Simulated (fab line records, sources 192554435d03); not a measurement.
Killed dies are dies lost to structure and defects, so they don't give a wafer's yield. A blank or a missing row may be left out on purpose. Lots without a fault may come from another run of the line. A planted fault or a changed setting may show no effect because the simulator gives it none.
fab line records | flow n5_finfet | part 2 of 2: steps 5 to 6 of 6
record lots=22 wafers=66 last_day=17
route steps=1938 shown GATE_CUT@493 MOL_CONTACT_COAG@531
lots that met no fault: from a run of the same line without faults
start_h: hours from the record's first day to the start of the lot's first wafer shown | wait_h: hours since the lot's step before | " the same as in the row above | L1.1+2: a row that stands for several wafers | - no value, or no start given | * or withheld: withheld | < > ~ a bound
route shown NAME@n: a module of which the file shows steps, and the number in the route of the first | usual: mean/standard deviation of fault-free wafers | same: alike in all rows | chamber/n: place in a boat | sites: the reading at each site | _std_site: their standard deviation | _edge_site: outer sites' mean less inner sites' | radius_mm: how far each site lies from the wafer's centre | mask NAME#n: copy n | behind: the tool/chamber that last shaped the wafer | hold: why the lot was held/for how many hours/how that ended | device: the transistor (n, p or np) that didn't switch | end of line: the same wafers' tests at the end of the route | a step without rows: its recipe alone | killed: dies lost to structure and defects at the first sort, not the wafer's yield | map: a wafer's dies, x killed, . not, _ none there
set.NAME: the setting as run; set.NAME@STEP: as run at that earlier step | model.NAME: the simulator's own value behind a step, which no gauge read
steps of the route over a sample of lots; a table a step, a row a wafer
services: from which hour (start_h, from the record's first day; less than 0 if before it) a tool's chamber was out of use, for how many hours, and why
## steps
# step N5_MOL_CONTACT_COAG_ETCH_15
# recipe chemistry=CH3F/O2 target=SiNx target_depth_a=70 mask_material=SOC stop_on=Si:P over_etch_frac=0.75 ion_energy_ev=120 pressure_mtorr=30 source_w=395 bias_w=73 Ar_flow_sccm=150 CH3F_flow_sccm=30 O2_flow_sccm=20
# usual drypump_motor_current_A=5.4/0.48 oes_product_au=0.57/0.053 rf_vpp_V=294/5.5 showerhead_plenum_p_Torr=2.00/0.074 throttle_valve_pct=16.42/0.2
# columns lot.wafer tool chamber start_h wait_h drypump_motor_current_A oes_product_au rf_hours_counter_h rf_vpp_V showerhead_plenum_p_Torr throttle_valve_pct
L074.1 rie_diel-04 0 87.56 0.0 5.8 0.53 184 297 2.08 16.38
L074.4 " 3 " " 5.1 0.59 - 298 2.03 16.45
L074.6 " 0 " " 5.8 0.53 - 295 2.08 16.36
L075.1 rie_diel-06 2 96.82 0.0 5.3 0.55 151 288 1.99 16.46
L075.4 " 0 " " 4.8 0.58 124 286 1.94 16.34
L075.6 " 2 " " 5.3 0.56 - 289 1.99 16.46
L077.2 rie_diel-04 0 106.65 0.0 5.8 0.52 191 295 2.08 16.38
L077.3 " 1 " " 5.8 0.56 155 298 1.90 16.10
L077.5 " 1 " " 5.9 0.56 - 298 1.90 16.11
L078.1 rie_diel-06 2 111.16 0.0 5.3 0.55 156 289 1.99 16.46
L078.2 " 1 " " 5.6 0.54 167 306 2.00 16.67
L078.3 " 0 " " 4.8 0.57 129 285 1.94 16.36
L079.3 rie_diel-05 1 118.91 0.0 5.1 0.68 17 292 1.97 16.15
L079.4 " 0 " " 5.9 0.57 102 298 2.12 16.63
L079.5 " 3 " " 6.4 0.51 - 287 1.90 16.39
L080.2 rie_diel-05 0 124.22 0.0 5.9 0.56 104 297 2.12 16.64
L080.3 " 3 " " 6.4 0.52 216 287 1.90 16.38
L080.6 " 2 " " 5.4 0.67 - 296 2.10 15.95
L081.2 rie_diel-04 1 129.32 0.0 5.9 0.55 163 296 1.90 16.12
L081.3 " 0 " " 5.8 0.51 200 296 2.07 16.39
L081.4 " 3 " " 5.1 0.57 111 296 2.02 16.49
L082.1 rie_diel-06 3 136.27 0.0 4.8 0.51 253 291 1.90 16.70
L082.4 " 2 " " 5.3 0.55 - 289 1.99 16.48
L082.5 " 0 " " 4.8 0.57 - 285 1.93 16.38
L083.1 rie_diel-04 2 142.35 0.0 6.3 0.64 46 292 1.97 16.51
L083.5 " 1 " " 5.9 0.55 - 297 1.90 16.15
L083.6 " 2 " " 6.3 0.63 - 292 1.97 16.53
L084.1 rie_diel-06 1 149.84 0.0 5.6 0.54 175 304 2.00 16.68
L084.2 " 2 " " 5.3 0.54 173 290 1.99 16.50
L084.4 " 0 " " 4.8 0.56 - 286 1.93 16.38
L085.3 rie_diel-06 1 159.14 0.0 5.6 0.54 178 304 2.00 16.67
L085.4 " 2 " " 5.3 0.53 - 288 1.99 16.49
L085.5 " 0 " " 4.8 0.56 - 285 1.93 16.39
L087.2 rie_diel-06 1 172.03 0.0 5.6 0.54 185 306 1.99 16.70
L087.4 " 2 " " 5.3 0.54 - 289 1.98 16.50
L087.5 " 1 " " 5.6 0.54 - 304 1.99 16.70
L088.3 rie_diel-06 1 174.90 0.0 5.6 0.54 186 304 1.99 16.69
L088.4 " 0 " " 4.8 0.56 156 285 1.93 16.42
L088.5 " 1 " " 5.6 0.54 - 306 1.99 16.70
L089.1 rie_diel-04 0 179.70 0.0 5.8 0.51 214 298 2.07 16.43
L089.2 " 3 " " 5.1 0.56 126 296 2.02 16.51
L089.6 " 1 " " 5.8 0.54 - 299 1.89 16.15
L090.1 rie_diel-05 1 189.51 0.0 5.1 0.64 43 292 1.96 16.19
L090.4 " 0 " " 5.9 0.55 125 297 2.11 16.67
L090.5 " 1 " " 5.1 0.65 - 292 1.96 16.20
L091.3 rie_diel-06 2 192.61 0.0 5.3 0.53 189 289 1.98 16.52
L091.4 " 3 " " 4.9 0.71 6 296 2.15 16.27
L091.5 " 2 " " 5.3 0.53 - 288 1.98 16.53
L092.1 rie_diel-06 0 199.09 0.0 4.8 0.55 163 288 1.93 16.40
L092.2 " 3 " " 4.8 0.70 8 294 2.15 16.28
L092.5 " 2 " " 5.3 0.53 - 290 1.98 16.53
L093.3 rie_diel-05 3 209.82 0.0 6.4 0.50 244 288 1.89 16.44
L093.4 " 0 " " 5.9 0.55 133 296 2.11 16.69
L093.6 " 3 " " 6.4 0.50 - 288 1.89 16.45
L094.1 rie_diel-05 2 212.93 0.0 5.4 0.63 62 296 2.09 16.01
L094.4 " 0 " " 5.9 0.55 134 297 2.11 16.69
L094.5 " 0 " " 5.9 0.55 - 298 2.11 16.67
L095.1 rie_diel-06 2 215.58 0.0 5.3 0.53 197 289 1.98 16.54
L095.4 " 1 " " 5.6 0.53 199 304 1.99 16.73
L095.6 " 0 " " 4.8 0.55 - 288 1.93 16.43
L096.3 rie_diel-05 0 227.46 0.0 5.9 0.54 138 296 2.10 16.69
L096.5 " 0 " " 5.9 0.54 - 297 2.10 16.68
L096.6 " 2 " " 5.4 0.62 - 297 2.09 16.04
L097.1 rie_diel-06 2 229.05 0.0 5.3 0.53 201 289 1.98 16.55
L097.2 " 0 " " 4.8 0.54 174 286 1.92 16.44
L097.5 " 0 " " 4.8 0.55 - 286 1.92 16.43
# step N5_MOL_CONTACT_COAG_ALD_20
# recipe material=TiN target_thk_a=15 temp_c=400 ald_precursor_family=TiCl4 ald_co_reactant=NH3 pulse_time_s=1 purge_time_s=3 co_reactant_purge_time_s=2 co_reactant_pulse_time_s=2 ald_cycles=68 pressure_torr=3
# usual heater_power_w=868/96 precursor_pulse_height_rel=1.001/0.02
# columns lot.wafer tool chamber start_h wait_h heater_power_w precursor_pulse_height_rel
L074.1 ald_metal-03 1 88.33 0.1 835 0.978
L074.4 " 0 " " 721 1.046
L074.6 " 3 " " 882 0.990
L075.1 ald_metal-04 0 97.66 0.1 1033 0.997
L075.4 " 2 " " 962 0.988
L075.6 " 2 " " 954 1.023
L077.2 ald_metal-04 3 107.50 0.1 741 0.967
L077.3 " 2 " " 935 1.029
L077.5 " 2 " " 985 1.041
L078.1 ald_metal-04 0 112.10 0.1 1075 1.015
L078.2 " 3 " " 716 0.999
L078.3 " 1 " " 985 1.000
L079.3 ald_metal-02 3 119.66 0.1 890 1.013
L079.4 " 2 " " 937 1.026
L079.5 " 0 " " 934 1.024
L080.2 ald_metal-02 0 124.99 0.1 925 0.987
L080.3 " 1 " " 812 0.992
L080.6 " 2 " " 926 1.011
L081.2 ald_metal-04 3 134.01 0.1 699 0.974
L081.3 " 1 " " 999 1.012
L081.4 " 0 " " 1032 1.018
L082.1 ald_metal-03 2 137.12 0.1 885 0.984
L082.4 " 3 " " 881 1.018
L082.5 " 3 " " 846 1.006
L083.1 ald_metal-03 2 143.82 0.1 860 0.976
L083.5 " 1 " " 850 0.969
L083.6 " 0 " " 706 0.983
L084.1 ald_metal-03 0 150.66 0.1 711 1.022
L084.2 " 1 " " 853 1.017
L084.4 " 2 " " 870 1.012
L085.3 ald_metal-04 1 160.67 0.1 992 1.004
L085.4 " 0 " " 1057 1.005
L085.5 " 3 " " 722 1.012
L087.2 ald_metal-03 2 173.90 0.1 889 1.015
L087.4 " 0 " " 711 1.018
L087.5 " 3 " " 877 0.995
L088.3 ald_metal-03 3 177.37 0.1 872 1.015
L088.4 " 2 " " 874 1.018
L088.5 " 2 " " 887 0.982
L089.1 ald_metal-02 0 180.84 0.1 933 1.011
L089.2 " 3 " " 884 1.010
L089.6 " 3 " " 908 0.995
L090.1 ald_metal-02 1 191.81 0.1 814 1.012
L090.4 " 2 " " 932 1.023
L090.5 " 0 " " 940 1.016
L091.3 ald_metal-03 1 195.39 0.1 848 1.032
L091.4 " 2 " " 865 0.966
L091.5 " 2 " " 879 0.969
L092.1 ald_metal-03 3 199.89 0.1 859 1.000
L092.2 " 0 " " 702 0.986
L092.5 " 1 " " 833 0.994
L093.3 ald_metal-03 3 210.76 0.1 870 1.040
L093.4 " 1 " " 820 0.992
L093.6 " 0 " " 725 1.030
L094.1 ald_metal-03 2 213.92 0.1 899 1.020
L094.4 " 3 " " 852 0.992
L094.5 " 1 " " 835 0.996
L095.1 ald_metal-04 1 217.48 0.1 955 1.015
L095.4 " 2 " " 978 0.960
L095.6 " 0 " " 1047 0.997
L096.3 ald_metal-03 2 228.29 0.1 883 1.003
L096.5 " 2 " " 877 0.993
L096.6 " 1 " " 860 0.999
L097.1 ald_metal-02 2 230.31 0.1 922 0.964
L097.2 " 0 " " 961 1.007
L097.5 " 3 " " 907 1.002
## services
# columns tool chamber start_h hours kind
rie_diel-04 3 62.88 3.4 repair
rie_diel-04 2 65.04 4.3 repair
cmp-02 - 69.14 2.2 repair
rie_diel-05 3 70.68 31.9 repair
ald_sin-03 - 80.58 2.8 pm
rie_diel-03 1 85.69 1.9 repair
rie_diel-01 - 94.95 0.5 repair
cmp-02 - 103.28 22.4 pm
rie_diel-02 - 105.28 14.6 pm
cmp-01 - 109.72 4.0 pm
cmp-01 - 130.78 0.4 repair
cmp-01 - 134.49 5.1 pm
rie_diel-04 - 164.74 4.3 pm
rie_diel-03 - 172.67 0.3 repair
ald_sin-02 - 176.75 14.0 pm
rie_diel-03 1 193.13 8.5 repair
cmp-01 - 195.44 2.3 repair
cmp-02 - 200.12 5.6 pm
rie_diel-04 - 212.56 0.5 repair
rie_diel-05 0 213.29 4.7 repair
rie_diel-06 - 216.71 2.8 pm
cmp-02 - 224.03 4.0 pm
rie_diel-04 0 224.29 7.6 repair
rie_diel-04 - 228.63 2.8 pm
